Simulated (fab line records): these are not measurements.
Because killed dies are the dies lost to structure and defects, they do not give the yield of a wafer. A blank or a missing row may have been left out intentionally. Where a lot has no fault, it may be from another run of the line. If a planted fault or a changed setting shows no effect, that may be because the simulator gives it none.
fab line records	flow n5_finfet
[record] lots = 24	wafers = 72	last_day = 18
route steps=1938 shown BEOL_M4@1093 BEOL_M5@1116
lots that met no fault: from a run of the same line without faults
start_h: the number of hours between the record's first day and the start of the first shown wafer of the lot	wait_h: how many hours have passed since the lot's step before this one	" same as the row above	L1.1+2: one row covering several wafers at once	- value missing, or start not given	* or withheld: withheld	< > ~ a bound
route shown NAME@n: names a module that has steps shown in the file, with the first one's number in the route	usual: mean and standard deviation over wafers with no fault	same: alike in all rows	chamber/n: place in a boat	sites: per-site readings	_std_site: their standard deviation	_edge_site: the outer-site mean with the inner-site mean subtracted	radius_mm: for every site, how far away it sits from the centre of the wafer	mask NAME#n: copy n	behind: tool/chamber where the wafer was last shaped	hold: reason for holding the lot/hours on hold/outcome of the hold	device: whichever transistor did not switch (one of n, p or np)	end of line: at the end of the route, the tests of the same wafers	a step given without rows: its recipe and nothing more	killed: dies that structure and defects cost at the first sort, which is not the same as the wafer's yield	map: shows each die of a wafer: x if killed, . if not, _ if none is there
set.NAME: setting as actually run; set.NAME@STEP: the setting as run at that earlier step	model.NAME: the simulator's own value behind a step, which no gauge read
steps of the route over a sample of lots; a table a step, a row a wafer
services: the hour from which a tool's chamber was out of use, counted from the record's first day as start_h (under 0 if before that day), plus the number of hours and why
[[steps]]
[step N5_BEOL_M4_ANNEAL_89]
[recipe] temp_c = 400	time_s = 240	ambient = vacuum
[usual] heater_power_w = 816/84	susceptor_temp_C_max = 401.0/0.44
lot.wafer	tool	chamber	start_h	wait_h	heater_power_w	susceptor_temp_C_max
L074.2	pvd_sputter-03	-	164.49	0.0	977	401.1
L074.3	"	-	"	"	767	401.3
L074.6	"	-	"	"	742	401.2
L075.1	pvd_sputter-01	-	165.92	0.0	789	401.8
L075.2	"	-	"	"	872	400.9
L075.3	"	-	"	"	824	400.8
L076.1	pvd_sputter-01	-	171.84	0.0	695	401.1
L076.3	"	-	"	"	808	400.4
L076.4	"	-	"	"	799	402.2
L077.2	pvd_sputter-02	-	172.30	0.0	816	401.0
L077.3	"	-	"	"	835	401.0
L077.4	"	-	"	"	848	400.8
L078.1	pvd_sputter-02	-	187.00	0.0	811	400.3
L078.2	"	-	"	"	884	401.0
L078.5	"	-	"	"	878	401.5
L080.1	pvd_sputter-03	-	190.05	0.0	674	400.7
L080.3	"	-	"	"	990	401.2
L080.5	"	-	"	"	921	400.6
L079.2	pvd_sputter-01	-	191.54	0.0	788	401.5
L079.4	"	-	"	"	835	400.8
L079.5	"	-	"	"	691	401.0
L081.2	pvd_sputter-01	-	193.58	0.0	677	401.3
L081.3	"	-	"	"	811	401.8
L081.6	"	-	"	"	830	400.4
L082.3	pvd_sputter-01	-	201.01	0.0	870	400.9
L082.4	"	-	"	"	839	401.1
L082.5	"	-	"	"	692	400.9
L083.3	pvd_sputter-01	-	220.14	0.0	823	400.8
L083.5	"	-	"	"	687	400.6
L083.6	"	-	"	"	870	400.8
L084.2	pvd_sputter-02	-	223.95	0.0	850	401.1
L084.5	"	-	"	"	804	400.3
L084.6	"	-	"	"	910	400.8
L086.1	pvd_sputter-01	-	225.38	0.0	832	401.1
L086.3	"	-	"	"	875	400.9
L086.5	"	-	"	"	845	400.6
L085.3	pvd_sputter-01	-	230.50	0.0	837	400.6
L085.4	"	-	"	"	807	401.0
L085.6	"	-	"	"	792	401.4
L087.2	pvd_sputter-03	-	240.13	0.0	682	400.9
L087.4	"	-	"	"	758	401.4
L087.5	"	-	"	"	925	400.6
L088.1	pvd_sputter-03	-	241.97	0.0	906	400.9
L088.2	"	-	"	"	1008	401.2
L088.4	"	-	"	"	763	400.9
L089.1	pvd_sputter-02	-	250.72	0.0	841	401.3
L089.5	"	-	"	"	873	401.3
L089.6	"	-	"	"	891	400.5
L090.3	pvd_sputter-01	-	253.43	0.0	691	401.5
L090.5	"	-	"	"	874	400.7
L090.6	"	-	"	"	694	401.0
L091.1	pvd_sputter-01	-	255.98	0.0	862	400.6
L091.4	"	-	"	"	811	400.6
L091.5	"	-	"	"	780	401.5
L093.2	pvd_sputter-01	-	274.70	0.0	836	400.4
L093.3	"	-	"	"	836	400.4
L093.4	"	-	"	"	806	402.1
L092.4	pvd_sputter-02	-	280.43	0.0	829	400.9
L092.5	"	-	"	"	823	400.4
L092.6	"	-	"	"	912	401.1
L094.1	pvd_sputter-01	-	281.81	0.0	813	401.4
L094.4	"	-	"	"	857	400.5
L094.5	"	-	"	"	806	401.9
L095.2	pvd_sputter-03	-	298.93	0.0	1004	400.5
L095.4	"	-	"	"	903	400.4
L095.6	"	-	"	"	1001	400.6
L096.1	pvd_sputter-03	-	312.73	0.0	738	401.2
L096.5	"	-	"	"	751	401.2
L096.6	"	-	"	"	684	400.8
L097.1	pvd_sputter-02	-	312.81	0.0	839	400.7
L097.3	"	-	"	"	878	400.8
L097.5	"	-	"	"	858	401.2
[step N5_BEOL_M5_HM_DEP_02]
[recipe] material = TiN	target_thk_a = 200	temp_c = 25	chamber_pressure_pa = 0.49996
[usual] throttle_valve_pct = 30.7/0.8
lot.wafer	tool	chamber	start_h	wait_h	throttle_valve_pct
L074.2	pvd_sputter-02	-	168.08	0.0	31.1
L074.3	"	-	"	"	30.1
L074.6	"	-	"	"	32.2
L075.1	pvd_sputter-03	-	170.12	0.6	30.5
L075.2	"	-	"	"	30.0
L075.3	"	-	"	"	31.3
L076.1	pvd_sputter-03	-	177.59	2.2	30.6
L076.3	"	-	"	"	29.4
L076.4	"	-	"	"	30.2
L077.2	pvd_sputter-03	-	177.79	1.9	30.0
L077.3	"	-	"	"	31.2
L077.4	"	-	"	"	29.4
L078.1	pvd_sputter-03	-	191.15	0.6	30.9
L078.2	"	-	"	"	29.4
L078.5	"	-	"	"	30.1
L080.1	pvd_sputter-02	-	194.08	0.1	31.3
L080.3	"	-	"	"	30.0
L080.5	"	-	"	"	32.3
L079.2	pvd_sputter-02	-	197.13	1.9	30.1
L079.4	"	-	"	"	31.6
L079.5	"	-	"	"	31.1
L081.2	pvd_sputter-02	-	198.21	0.8	31.2
L081.3	"	-	"	"	30.3
L081.6	"	-	"	"	32.3
L082.3	pvd_sputter-01	-	207.07	2.1	32.0
L082.4	"	-	"	"	30.8
L082.5	"	-	"	"	31.5
L083.3	pvd_sputter-03	-	224.83	1.2	29.4
L083.5	"	-	"	"	31.0
L083.6	"	-	"	"	30.4
L084.2	pvd_sputter-03	-	228.32	0.7	30.6
L084.5	"	-	"	"	31.2
L084.6	"	-	"	"	29.2
L086.1	pvd_sputter-01	-	228.92	0.0	30.6
L086.3	"	-	"	"	31.5
L086.5	"	-	"	"	30.6
L085.3	pvd_sputter-02	-	234.79	0.8	31.3
L085.4	"	-	"	"	30.8
L085.6	"	-	"	"	31.3
L087.2	pvd_sputter-03	-	244.09	0.4	30.1
L087.4	"	-	"	"	29.4
L087.5	"	-	"	"	29.3
L088.1	pvd_sputter-01	-	246.73	1.2	30.4
L088.2	"	-	"	"	30.6
L088.4	"	-	"	"	31.3
L089.1	pvd_sputter-03	-	255.20	1.0	30.2
L089.5	"	-	"	"	31.2
L089.6	"	-	"	"	30.4
L090.3	pvd_sputter-03	-	258.16	1.0	31.1
L090.5	"	-	"	"	29.5
L090.6	"	-	"	"	30.2
L091.1	pvd_sputter-03	-	259.65	0.1	31.2
L091.4	"	-	"	"	29.7
L091.5	"	-	"	"	29.5
L093.2	pvd_sputter-03	-	278.87	0.1	31.0
L093.3	"	-	"	"	30.4
L093.4	"	-	"	"	29.4
L092.4	pvd_sputter-02	-	284.76	0.5	32.5
L092.5	"	-	"	"	30.3
L092.6	"	-	"	"	31.3
L094.1	pvd_sputter-02	-	287.62	1.7	31.9
L094.4	"	-	"	"	31.3
L094.5	"	-	"	"	30.1
L095.2	pvd_sputter-02	-	305.08	2.7	31.4
L095.4	"	-	"	"	31.3
L095.6	"	-	"	"	32.1
L096.1	pvd_sputter-02	-	317.26	1.0	30.2
L096.5	"	-	"	"	30.4
L096.6	"	-	"	"	32.2
L097.1	pvd_sputter-03	-	317.37	1.0	29.9
L097.3	"	-	"	"	31.3
L097.5	"	-	"	"	30.2
[step N5_BEOL_M5_DESCUM_16]
[recipe] chemistry = O2	time_s = 7	source_power_w = 50	bias_power_w = 20	pressure_mtorr = 20	rf_frequency_hz = 2.712e+07	temp_c = 40	resist = CAR-EUV	o2_flow_sccm = 225
[usual] drypump_motor_current_A = 5.7/0.39	oes_product_au = 0.76/0.076	rf_vpp_V = 243.0/1.3	showerhead_plenum_p_Torr = 2.09/0.063	throttle_valve_pct = 20.53/0.22
lot.wafer	tool	chamber	start_h	wait_h	drypump_motor_current_A	oes_product_au	rf_hours_counter_h	rf_vpp_V	showerhead_plenum_p_Torr	throttle_valve_pct
L074.2	rie_diel-05	0	168.66	0.1	6.0	0.73	190	243.8	2.16	20.85
L074.3	"	2	"	"	5.1	0.87	48	243.9	2.12	20.26
L074.6	"	1	"	"	5.5	0.72	-	242.0	2.00	20.57
L075.1	rie_diel-04	3	170.69	0.1	5.1	0.78	140	242.3	2.09	20.67
L075.2	"	1	"	"	5.9	0.68	232	244.2	2.14	20.48
L075.3	"	0	"	"	5.6	0.84	57	242.2	2.05	20.52
L076.1	rie_diel-06	3	178.10	0.0	5.2	0.75	162	245.8	2.18	20.22
L076.3	"	2	"	"	5.9	0.72	199	245.0	2.17	20.51
L076.4	"	2	"	"	5.9	0.71	-	244.0	2.17	20.52
L077.2	rie_diel-06	3	178.33	0.0	5.2	0.75	162	243.9	2.18	20.23
L077.3	"	2	"	"	5.9	0.72	200	244.2	2.17	20.52
L077.4	"	2	"	"	5.9	0.71	-	244.6	2.17	20.50
L078.1	rie_diel-05	0	191.88	0.2	6.0	0.71	197	244.6	2.16	20.84
L078.2	"	3	"	"	5.6	0.82	89	240.7	2.03	20.20
L078.5	"	3	"	"	5.6	0.82	-	241.5	2.03	20.22
L080.1	rie_diel-06	3	194.66	0.1	5.2	0.75	168	243.3	2.18	20.25
L080.3	"	0	"	"	5.8	0.69	246	244.3	2.14	20.32
L080.5	"	0	"	"	5.8	0.70	-	244.1	2.14	20.30
L079.2	rie_diel-04	0	197.66	0.1	5.6	0.82	65	242.4	2.04	20.51
L079.4	"	1	"	"	5.9	0.68	237	242.0	2.14	20.50
L079.5	"	3	"	"	5.1	0.78	-	244.3	2.09	20.69
L081.2	rie_diel-06	3	200.41	0.0	5.2	0.74	169	243.2	2.18	20.23
L081.3	"	1	"	"	5.8	0.73	154	241.8	2.01	20.68
L081.6	"	2	"	"	5.9	0.71	-	245.0	2.16	20.53
L082.3	rie_diel-05	0	207.59	0.0	6.0	0.71	202	243.7	2.16	20.86
L082.4	"	3	"	"	5.6	0.81	94	240.3	2.03	20.21
L082.5	"	2	"	"	5.1	0.85	-	243.0	2.11	20.27
L083.3	rie_diel-05	0	225.50	0.1	6.0	0.71	207	244.2	2.16	20.86
L083.5	"	0	"	"	6.0	0.71	-	243.5	2.16	20.86
L083.6	"	3	"	"	5.7	0.82	-	242.0	2.03	20.20
L084.2	rie_diel-05	3	228.83	0.0	5.7	0.82	100	241.3	2.03	20.23
L084.5	"	3	"	"	5.7	0.81	-	241.7	2.03	20.23
L084.6	"	0	"	"	5.9	0.71	-	244.6	2.16	20.86
L086.1	rie_diel-04	2	229.44	0.0	6.5	0.93	16	243.0	2.05	20.60
L086.3	"	1	"	"	5.9	0.66	246	244.7	2.14	20.52
L086.5	"	2	"	"	6.5	0.92	-	243.1	2.05	20.62
L085.3	rie_diel-05	1	235.43	0.0	5.6	0.70	202	241.3	1.99	20.60
L085.4	"	1	"	"	5.6	0.70	-	241.5	1.99	20.61
L085.6	"	3	"	"	5.6	0.81	-	242.4	2.03	20.22
L087.2	rie_diel-04	2	244.61	0.0	6.5	0.93	20	243.4	2.04	20.61
L087.4	"	0	"	"	5.6	0.82	78	241.6	2.04	20.55
L087.5	"	3	"	"	5.1	0.76	-	243.7	2.09	20.72
L088.1	rie_diel-04	2	247.56	0.2	6.5	0.92	21	243.3	2.04	20.60
L088.2	"	3	"	"	5.1	0.75	163	242.7	2.08	20.72
L088.4	"	0	"	"	5.6	0.80	-	242.6	2.04	20.53
L089.1	rie_diel-04	0	255.72	0.0	5.6	0.81	84	243.7	2.04	20.55
L089.5	"	3	"	"	5.1	0.76	-	242.9	2.08	20.74
L089.6	"	0	"	"	5.6	0.81	-	240.6	2.04	20.56
L090.3	rie_diel-04	2	258.69	0.0	6.5	0.92	26	242.2	2.04	20.63
L090.5	"	2	"	"	6.5	0.92	-	241.1	2.04	20.62
L090.6	"	3	"	"	5.1	0.76	-	243.5	2.08	20.72
L091.1	rie_diel-04	0	260.30	0.0	5.6	0.80	85	243.5	2.04	20.57
L091.4	"	3	"	"	5.1	0.75	-	242.6	2.08	20.72
L091.5	"	2	"	"	6.5	0.91	-	244.2	2.04	20.61
L093.2	rie_diel-06	2	279.65	0.2	5.9	0.69	233	243.2	2.15	20.58
L093.3	"	0	"	"	5.7	0.93	15	243.1	2.14	19.99
L093.4	"	1	"	"	5.8	0.71	180	241.3	2.00	20.70
L092.4	rie_diel-05	3	285.28	0.0	5.7	0.79	119	242.7	2.02	20.24
L092.5	"	0	"	"	5.9	0.70	-	244.0	2.15	20.89
L092.6	"	1	"	"	5.5	0.69	-	242.2	1.99	20.63
L094.1	rie_diel-05	1	289.15	1.0	5.5	0.69	219	240.0	1.99	20.64
L094.4	"	3	"	"	5.6	0.79	120	241.1	2.02	20.25
L094.5	"	1	"	"	5.5	0.69	-	240.8	1.99	20.63
L095.2	rie_diel-05	2	305.94	0.3	5.1	0.83	85	242.9	2.10	20.32
L095.4	"	3	"	"	5.7	0.79	128	241.5	2.02	20.26
L095.6	"	0	"	"	6.0	0.69	-	242.9	2.15	20.88
L096.1	rie_diel-06	0	317.90	0.0	5.7	0.91	28	243.1	2.13	19.99
L096.5	"	1	"	"	5.8	0.70	-	240.9	2.00	20.73
L096.6	"	2	"	"	5.9	0.68	-	244.4	2.15	20.59
L097.1	rie_diel-06	0	318.13	0.1	5.7	0.90	28	243.3	2.13	20.01
L097.3	"	2	"	"	5.9	0.68	247	243.3	2.15	20.60
L097.5	"	1	"	"	5.8	0.70	-	240.8	2.00	20.73
[step N5_BEOL_M5_STRIP_91]
[recipe] chemistry = N2/H2	time_s = 10	power_w = 450	temp_c = 40	pressure_mtorr = 20	rf_frequency_hz = 6e+07	bias_power_w = 7	n2_flow_sccm = 200	h2_flow_sccm = 200
[usual] drypump_motor_current_A = 5.7/0.4	oes_product_au = 0.77/0.082	rf_vpp_V = 59.1/0.96	showerhead_plenum_p_Torr = 2.54/0.08	throttle_valve_pct = 23.61/0.28
lot.wafer	tool	chamber	start_h	wait_h	drypump_motor_current_A	oes_product_au	rf_hours_counter_h	rf_vpp_V	showerhead_plenum_p_Torr	throttle_valve_pct
L074.2	rie_diel-06	2	-	-	5.9	0.71	197	58.7	2.62	23.53
L074.3	"	3	"	"	5.2	0.75	159	61.0	2.64	23.17
L074.6	"	2	"	"	5.9	0.71	-	59.0	2.62	23.53
L075.1	rie_diel-06	1	-	-	5.8	0.73	148	59.8	2.43	23.59
L075.2	"	0	"	"	5.7	0.70	238	58.2	2.62	23.57
L075.3	"	2	"	"	5.9	0.72	198	58.5	2.62	23.52
L076.1	rie_diel-05	0	-	-	6.0	0.72	193	61.3	2.62	24.05
L076.3	"	1	"	"	5.5	0.71	186	58.0	2.42	23.83
L076.4	"	2	"	"	5.1	0.88	50	59.5	2.57	23.26
L077.2	rie_diel-06	3	-	-	5.2	0.75	163	61.3	2.64	23.15
L077.3	"	0	"	"	5.7	0.69	241	57.9	2.62	23.56
L077.4	"	3	"	"	5.2	0.74	-	60.0	2.64	23.17
L078.1	rie_diel-06	3	-	-	5.2	0.75	167	59.0	2.64	23.18
L078.2	"	2	"	"	6.0	0.72	205	59.4	2.62	23.53
L078.5	"	1	"	"	5.8	0.74	-	57.3	2.43	23.59
L080.1	rie_diel-06	0	-	-	5.8	0.69	247	58.5	2.61	23.57
L080.3	"	1	"	"	5.8	0.73	153	58.0	2.43	23.61
L080.5	"	1	"	"	5.8	0.74	-	59.5	2.43	23.61
L079.2	rie_diel-04	2	-	-	6.5	0.97	7	58.2	2.48	23.70
L079.4	"	3	"	"	5.1	0.78	149	58.0	2.55	24.01
L079.5	"	0	"	"	5.6	0.82	-	59.2	2.48	23.68
L081.2	rie_diel-06	3	-	-	5.2	0.74	170	60.4	2.64	23.18
L081.3	"	0	"	"	5.7	0.69	249	60.6	2.61	23.57
L081.6	"	1	"	"	5.8	0.73	-	59.8	2.43	23.59
L082.3	rie_diel-04	1	-	-	5.9	0.67	240	59.4	2.61	23.56
L082.4	"	0	"	"	5.6	0.81	69	58.7	2.47	23.69
L082.5	"	0	"	"	5.6	0.81	-	60.9	2.47	23.67
L083.3	rie_diel-05	1	-	-	5.5	0.71	200	59.0	2.41	23.87
L083.5	"	2	"	"	5.1	0.86	-	59.2	2.56	23.29
L083.6	"	1	"	"	5.5	0.70	-	58.7	2.41	23.87
L084.2	rie_diel-04	2	-	-	6.5	0.93	17	57.9	2.47	23.70
L084.5	"	0	"	"	5.6	0.82	-	59.5	2.47	23.68
L084.6	"	3	"	"	5.1	0.76	-	58.0	2.54	24.05
L086.1	rie_diel-04	1	-	-	5.9	0.67	247	60.1	2.61	23.56
L086.3	"	3	"	"	5.1	0.76	158	59.2	2.54	24.04
L086.5	"	2	"	"	6.5	0.93	-	58.6	2.47	23.70
L085.3	rie_diel-06	0	-	-	5.7	0.98	4	59.3	2.61	23.28
L085.4	"	2	"	"	5.9	0.70	222	59.0	2.61	23.56
L085.6	"	0	"	"	5.8	0.97	-	60.4	2.61	23.29
L087.2	rie_diel-06	0	-	-	5.8	0.97	5	58.8	2.61	23.28
L087.4	"	3	"	"	5.2	0.74	185	59.6	2.63	23.18
L087.5	"	2	"	"	6.0	0.70	-	60.4	2.61	23.54
L088.1	rie_diel-05	0	-	-	6.0	0.71	216	59.5	2.61	24.09
L088.2	"	3	"	"	5.7	0.81	108	58.2	2.45	23.30
L088.4	"	1	"	"	5.5	0.70	-	58.6	2.41	23.85
L089.1	rie_diel-05	0	-	-	6.0	0.70	219	59.9	2.61	24.09
L089.5	"	3	"	"	5.7	0.80	-	59.0	2.45	23.31
L089.6	"	0	"	"	6.0	0.70	-	60.2	2.61	24.07
L090.3	rie_diel-04	2	-	-	6.6	0.91	29	60.4	2.47	23.73
L090.5	"	0	"	"	5.6	0.80	-	58.2	2.47	23.70
L090.6	"	2	"	"	6.5	0.91	-	59.0	2.47	23.72
L091.1	rie_diel-04	3	-	-	5.1	0.75	171	59.2	2.54	24.05
L091.4	"	0	"	"	5.6	0.80	-	58.3	2.47	23.71
L091.5	"	3	"	"	5.1	0.75	-	60.1	2.54	24.05
L093.2	rie_diel-04	2	-	-	6.5	0.89	36	59.1	2.46	23.73
L093.3	"	0	"	"	5.6	0.79	93	58.5	2.46	23.71
L093.4	"	3	"	"	5.1	0.75	177	58.6	2.54	24.06
L092.4	rie_diel-06	0	-	-	5.7	0.94	17	59.5	2.61	23.30
L092.5	"	3	"	"	5.2	0.73	-	58.0	2.63	23.22
L092.6	"	2	"	"	5.9	0.69	-	59.5	2.61	23.58
L094.1	rie_diel-06	2	-	-	5.9	0.70	236	59.3	2.61	23.57
L094.4	"	3	"	"	5.2	0.72	198	58.9	2.62	23.22
L094.5	"	0	"	"	5.7	0.93	-	58.1	2.60	23.31
L095.2	rie_diel-04	0	-	-	5.6	0.80	95	59.1	2.46	23.73
L095.4	"	3	"	"	5.1	0.76	180	58.0	2.54	24.06
L095.6	"	3	"	"	5.1	0.74	-	59.3	2.54	24.07
L096.1	rie_diel-04	2	-	-	6.6	0.89	42	58.0	2.46	23.74
L096.5	"	3	"	"	5.1	0.74	-	58.0	2.53	24.07
L096.6	"	0	"	"	5.6	0.79	-	58.5	2.46	23.73
L097.1	rie_diel-05	1	-	-	5.5	0.68	230	59.9	2.40	23.89
L097.3	"	2	"	"	5.1	0.82	89	60.1	2.55	23.31
L097.5	"	0	"	"	6.0	0.69	-	58.4	2.60	24.10
[step N5_BEOL_M5_DEGAS_44]
[recipe] ambient = vacuum	temp_c = 250	time_s = 60
[usual] heater_power_w = 334/35
lot.wafer	tool	chamber	start_h	wait_h	heater_power_w
L074.2	pvd_sputter-01	-	170.50	0.2	322
L074.3	"	-	"	"	334
L074.6	"	-	"	"	346
L075.1	pvd_sputter-02	-	173.28	0.4	357
L075.2	"	-	"	"	332
L075.3	"	-	"	"	325
L076.1	pvd_sputter-03	-	181.03	1.3	402
L076.3	"	-	"	"	307
L076.4	"	-	"	"	273
L077.2	pvd_sputter-02	-	181.12	0.9	346
L077.3	"	-	"	"	337
L077.4	"	-	"	"	365
L078.1	pvd_sputter-03	-	194.10	0.3	263
L078.2	"	-	"	"	402
L078.5	"	-	"	"	268
L080.1	pvd_sputter-02	-	198.39	0.5	345
L080.3	"	-	"	"	352
L080.5	"	-	"	"	336
L079.2	pvd_sputter-01	-	199.85	0.5	341
L079.4	"	-	"	"	285
L079.5	"	-	"	"	278
L081.2	pvd_sputter-02	-	203.13	0.4	338
L081.3	"	-	"	"	365
L081.6	"	-	"	"	364
L082.3	pvd_sputter-03	-	209.75	0.3	408
L082.4	"	-	"	"	300
L082.5	"	-	"	"	387
L083.3	pvd_sputter-03	-	228.08	0.4	363
L083.5	"	-	"	"	390
L083.6	"	-	"	"	370
L084.2	pvd_sputter-03	-	232.97	1.0	361
L084.5	"	-	"	"	268
L084.6	"	-	"	"	393
L086.1	pvd_sputter-03	-	233.05	0.7	353
L086.3	"	-	"	"	400
L086.5	"	-	"	"	294
L085.3	pvd_sputter-02	-	238.55	0.2	338
L085.4	"	-	"	"	329
L085.6	"	-	"	"	328
L087.2	pvd_sputter-01	-	247.01	0.2	332
L087.4	"	-	"	"	350
L087.5	"	-	"	"	331
L088.1	pvd_sputter-03	-	251.42	0.3	301
L088.2	"	-	"	"	269
L088.4	"	-	"	"	368
L089.1	pvd_sputter-01	-	259.38	0.3	275
L089.5	"	-	"	"	332
L089.6	"	-	"	"	341
L090.3	pvd_sputter-02	-	264.76	0.9	334
L090.5	"	-	"	"	350
L090.6	"	-	"	"	323
L091.1	pvd_sputter-01	-	265.07	0.4	275
L091.4	"	-	"	"	322
L091.5	"	-	"	"	276
L093.2	pvd_sputter-02	-	282.18	0.2	341
L093.3	"	-	"	"	331
L093.4	"	-	"	"	335
L092.4	pvd_sputter-02	-	288.34	0.2	354
L092.5	"	-	"	"	321
L092.6	"	-	"	"	344
L094.1	pvd_sputter-03	-	291.82	0.4	364
L094.4	"	-	"	"	400
L094.5	"	-	"	"	359
L095.2	pvd_sputter-03	-	308.35	0.7	399
L095.4	"	-	"	"	300
L095.6	"	-	"	"	361
L096.1	pvd_sputter-02	-	321.70	0.9	331
L096.5	"	-	"	"	343
L096.6	"	-	"	"	342
L097.1	pvd_sputter-01	-	321.73	0.6	343
L097.3	"	-	"	"	335
L097.5	"	-	"	"	345
[step N5_BEOL_M5_THK_MEAS_53]
[recipe] thk_meas_gauge = xrf	reads = Cu_of_BEOL_M5_ECD_50
[usual] M5_THK = 60.2/1.5
lot.wafer	tool	chamber	start_h	wait_h	M5_THK[nm]
L074.2	film_metro-01	-	178.03	-	58.6
L074.3	"	-	"	"	60.6
L074.6	"	-	"	"	60.1
L075.1	film_metro-01	-	179.76	-	59.3
L075.2	"	-	"	"	59.6
L075.3	"	-	"	"	58.2
L076.1	film_metro-01	-	186.76	-	59.4
L076.3	"	-	"	"	60.7
L076.4	"	-	"	"	61.1
L077.2	film_metro-02	-	187.08	-	58.8
L077.3	"	-	"	"	60.6
L077.4	"	-	"	"	59.8
L078.1	film_metro-02	-	199.80	-	60.1
L078.2	"	-	"	"	60.9
L078.5	"	-	"	"	59.6
L080.1	film_metro-02	-	204.51	-	60.6
L080.3	"	-	"	"	59.4
L080.5	"	-	"	"	60.8
L079.2	film_metro-01	-	207.31	-	62.6
L079.4	"	-	"	"	61.0
L079.5	"	-	"	"	62.4
L081.2	film_metro-01	-	209.04	-	58.9
L081.3	"	-	"	"	59.2
L081.6	"	-	"	"	59.0
L082.3	film_metro-02	-	216.79	-	58.9
L082.4	"	-	"	"	60.5
L082.5	"	-	"	"	60.5
L083.3	film_metro-01	-	233.82	-	61.7
L083.5	"	-	"	"	58.2
L083.6	"	-	"	"	60.0
L084.2	film_metro-01	-	238.97	-	62.9
L084.5	"	-	"	"	61.4
L084.6	"	-	"	"	59.0
L086.1	film_metro-02	-	239.24	-	59.2
L086.3	"	-	"	"	60.8
L086.5	"	-	"	"	61.7
L085.3	film_metro-01	-	244.45	-	59.7
L085.4	"	-	"	"	59.3
L085.6	"	-	"	"	60.3
L087.2	film_metro-02	-	252.87	-	61.0
L087.4	"	-	"	"	60.1
L087.5	"	-	"	"	59.3
L089.1	film_metro-02	-	265.12	-	59.2
L089.5	"	-	"	"	60.6
L089.6	"	-	"	"	58.8
L088.1	film_metro-01	-	265.48	-	56.5
L088.2	"	-	"	"	60.2
L088.4	"	-	"	"	61.6
L090.3	film_metro-02	-	270.52	-	61.8
L090.5	"	-	"	"	62.0
L090.6	"	-	"	"	62.2
L091.1	film_metro-01	-	270.79	-	58.5
L091.4	"	-	"	"	61.2
L091.5	"	-	"	"	58.1
L093.2	film_metro-01	-	288.01	-	60.3
L093.3	"	-	"	"	61.6
L093.4	"	-	"	"	60.0
L092.4	film_metro-01	-	294.59	-	59.5
L092.5	"	-	"	"	58.7
L092.6	"	-	"	"	57.4
L094.1	film_metro-01	-	298.35	-	59.7
L094.4	"	-	"	"	59.0
L094.5	"	-	"	"	64.0
L095.2	film_metro-01	-	314.15	-	62.0
L095.4	"	-	"	"	60.0
L095.6	"	-	"	"	61.2
L096.1	film_metro-02	-	327.70	-	62.7
L096.5	"	-	"	"	59.8
L096.6	"	-	"	"	62.9
L097.1	film_metro-02	-	327.93	-	60.8
L097.3	"	-	"	"	60.8
L097.5	"	-	"	"	59.8
[[services]]
tool	chamber	start_h	hours	kind
rie_diel-05	0	149.24	2.4	repair
rie_diel-04	0	150.26	5.2	repair
rie_diel-04	2	155.76	-	clean
rie_diel-04	2	155.76	-	consumable_replace:esc
rie_diel-04	2	155.76	-	consumable_replace:focus_ring
rie_diel-04	2	155.76	18.5	scheduled_down
rie_diel-04	2	155.76	18.5	vent_cycle
rie_diel-06	1	175.19	8.7	repair
rie_diel-06	0	208.32	-	clean
rie_diel-06	0	208.32	-	consumable_replace:focus_ring
rie_diel-06	0	208.32	17.7	scheduled_down
rie_diel-06	0	208.32	17.7	vent_cycle
rie_diel-04	1	244.83	-	clean
rie_diel-04	1	244.83	-	consumable_replace:focus_ring
rie_diel-04	1	244.83	22.6	scheduled_down
rie_diel-04	1	244.83	22.6	vent_cycle
rie_diel-04	-	284.96	14.6	pm
[[key]]
fault none
